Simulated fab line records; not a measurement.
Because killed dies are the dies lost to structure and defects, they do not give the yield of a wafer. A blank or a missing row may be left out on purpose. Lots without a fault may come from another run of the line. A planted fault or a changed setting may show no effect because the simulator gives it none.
Tool commonality check | flow nand-harc | Lots sampled 10, wafers sampled 42

## WHAT PROMPTED THE OPENING
At NHARC_END_WLT_00 the reading VT_DECK2_MIDDLE_INNER is flagged on 4 of 10 lots. Wafers without a fault read 0.883, standard deviation 0.0053.
Rule: a lot is flagged when every wafer of it that has a number lies more than 4 standard deviations from that mean, or none has a number. The other lots count as sound.

lot  | measured     | on        | VT_DECK2_MIDDLE_INNER, wafer by wafer | flag
L623 | day 25 16:36 | prober-02 | 0.879 0.886 0.883                     |
L626 | day 25 22:51 | prober-02 | 0.889 0.885 0.882                     |
L628 | day 27 04:16 | prober-02 | 0.886 0.877 0.881                     |
L631 | day 27 22:42 | prober-02 | 0.877 0.880 0.880                     |
L633 | day 28 21:12 | prober-02 | 0.953 0.940 0.935 0.948 0.938 0.940   | FLAGGED
L630 | day 28 22:11 | prober-01 | 0.883 0.889 0.887                     |
L632 | day 29 05:59 | prober-01 | 0.933 0.931 0.934 0.930 0.934 0.930   | FLAGGED
L637 | day 31 09:13 | prober-01 | 0.926 0.939 0.934 0.928 0.933 0.921   | FLAGGED
L639 | day 32 10:13 | prober-01 | 0.950 0.943 0.944 0.943 0.943 0.951   | FLAGGED
L644 | day 34 11:16 | prober-01 | 0.881 0.881 0.884                     |
The mean of the flagged lots' numbers is 0.938, +0.055 from the usual (+10 standard deviations).

## LOT BY LOT: THE TOOL USED
Before the reading, the record contains 4 process steps out of a 1302-step route. In each cell: the tool, then ch and the chambers that the sampled wafers went through, then the start.
lot  | flag    | NHARC_P_STI_PRECLEAN_32             | NHARC_THIN_TSV_STRIP_62              | NHARC_THIN_TSV_PVD_19                   | NHARC_THIN_TSV_PVD_51
L623 |         | wet-bench-06 ch 3,5,6, day 3 20:02  | plasma-asher-02 ch 0,1, day 25 07:00 | pvd-sputter-01, day 25 16:36 or earlier | pvd-sputter-01, day 25 16:36 or earlier
L626 |         | wet-bench-09 ch 3,5,6, day 4 21:35  | plasma-asher-02 ch 0,1, day 25 10:13 | pvd-sputter-01, day 25 22:51 or earlier | pvd-sputter-01, day 25 22:51 or earlier
L628 |         | wet-bench-06 ch 2,4,5, day 5 17:16  | plasma-asher-01 ch 0, day 26 17:35   | pvd-sputter-02, day 27 04:16 or earlier | pvd-sputter-02, day 27 04:16 or earlier
L631 |         | wet-bench-09 ch 3,4,6, day 7 01:47  | plasma-asher-01 ch 0,1, day 27 12:53 | pvd-sputter-01, day 27 22:42 or earlier | pvd-sputter-01, day 27 22:42 or earlier
L633 | FLAGGED | wet-bench-09 ch 0,3,6, day 7 19:41  | plasma-asher-02 ch 0,1, day 28 11:02 | pvd-sputter-02, day 28 21:12 or earlier | pvd-sputter-02, day 28 21:12 or earlier
L630 |         | wet-bench-09 ch 2,3,5, day 6 14:11  | plasma-asher-02 ch 0,1, day 28 10:20 | pvd-sputter-02, day 28 22:11 or earlier | pvd-sputter-02, day 28 22:11 or earlier
L632 | FLAGGED | wet-bench-09 ch 0,1,2, day 7 14:01  | plasma-asher-02 ch 0,1, day 28 10:31 | pvd-sputter-03, day 29 05:59 or earlier | pvd-sputter-03, day 29 05:59 or earlier
L637 | FLAGGED | wet-bench-09 ch 2,4,5, day 9 12:05  | plasma-asher-01 ch 0,1, day 30 23:43 | pvd-sputter-01, day 31 09:13 or earlier | pvd-sputter-01, day 31 09:13 or earlier
L639 | FLAGGED | wet-bench-09 ch 1,2,3, day 10 07:26 | plasma-asher-02 ch 0,1, day 31 17:10 | pvd-sputter-02, day 32 10:13 or earlier | pvd-sputter-02, day 32 10:13 or earlier
L644 |         | wet-bench-06 ch 2,4,7, day 12 09:07 | plasma-asher-01 ch 1, day 34 01:33   | pvd-sputter-03, day 34 11:16 or earlier | pvd-sputter-03, day 34 11:16 or earlier
What these steps do:
- NHARC_P_STI_PRECLEAN_32: cleans in SC1.
- NHARC_THIN_TSV_STRIP_62: strips in N2/H2, time 20 s.
- NHARC_THIN_TSV_PVD_19: deposits TaN, target thk 20 nm.
- NHARC_THIN_TSV_PVD_51: deposits Cu, target thk 100 nm.
- NHARC_END_WLT_00

## FLAGGED AGAINST TOTAL, ONE TOOL AT A TIME (gauges that did the reading follow at the end)
step                    | tool            | lots run | flagged | share of the flagged lots | sound lots run after its first flagged lot
NHARC_P_STI_PRECLEAN_32 | wet-bench-06    | 3        | 0       | none                      | -
NHARC_P_STI_PRECLEAN_32 | wet-bench-09    | 7        | 4       | all                       | 0
NHARC_THIN_TSV_STRIP_62 | plasma-asher-01 | 4        | 1       | some                      | 1 (L644)
NHARC_THIN_TSV_STRIP_62 | plasma-asher-02 | 6        | 3       | some                      | 0
NHARC_THIN_TSV_PVD_19   | pvd-sputter-01  | 4        | 1       | some                      | 0
NHARC_THIN_TSV_PVD_19   | pvd-sputter-02  | 4        | 2       | some                      | 1 (L630)
NHARC_THIN_TSV_PVD_19   | pvd-sputter-03  | 2        | 1       | some                      | 1 (L644)
NHARC_THIN_TSV_PVD_51   | pvd-sputter-01  | 4        | 1       | some                      | 0
NHARC_THIN_TSV_PVD_51   | pvd-sputter-02  | 4        | 2       | some                      | 1 (L630)
NHARC_THIN_TSV_PVD_51   | pvd-sputter-03  | 2        | 1       | some                      | 1 (L644)
NHARC_END_WLT_00        | prober-01       | 5        | 3       | some                      | 1 (L644)
NHARC_END_WLT_00        | prober-02       | 5        | 1       | some                      | 0
NHARC_THIN_TSV_PVD_19 gives no start for some lots, so the hours and the order of its lots are those of NHARC_END_WLT_00. NHARC_THIN_TSV_PVD_51 gives no start for some lots, so the hours and the order of its lots are those of NHARC_END_WLT_00.

## THE TABLE: WHAT IT ALLOWS
Rows of the table that ran each flagged lot: 1, that is wet-bench-09 at NHARC_P_STI_PRECLEAN_32.
- wet-bench-09 at NHARC_P_STI_PRECLEAN_32 ran 7 lots, 4 of them flagged. It ran its last sound lot, L631, at day 7 01:47 and its first flagged lot, L632, at day 7 14:01: a fault with its onset between the two fits.
What remains is a single tool, wet-bench-09 at NHARC_P_STI_PRECLEAN_32.

## WHAT THE SIMULATOR PUT IN
Metallic contamination source: wet-bench-09, from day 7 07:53 on, at NHARC_P_STI_PRECLEAN_32. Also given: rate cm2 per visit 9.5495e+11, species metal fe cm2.
Shown lots that were struck: L633, L632, L637, L639. The rule above reached the same finding.
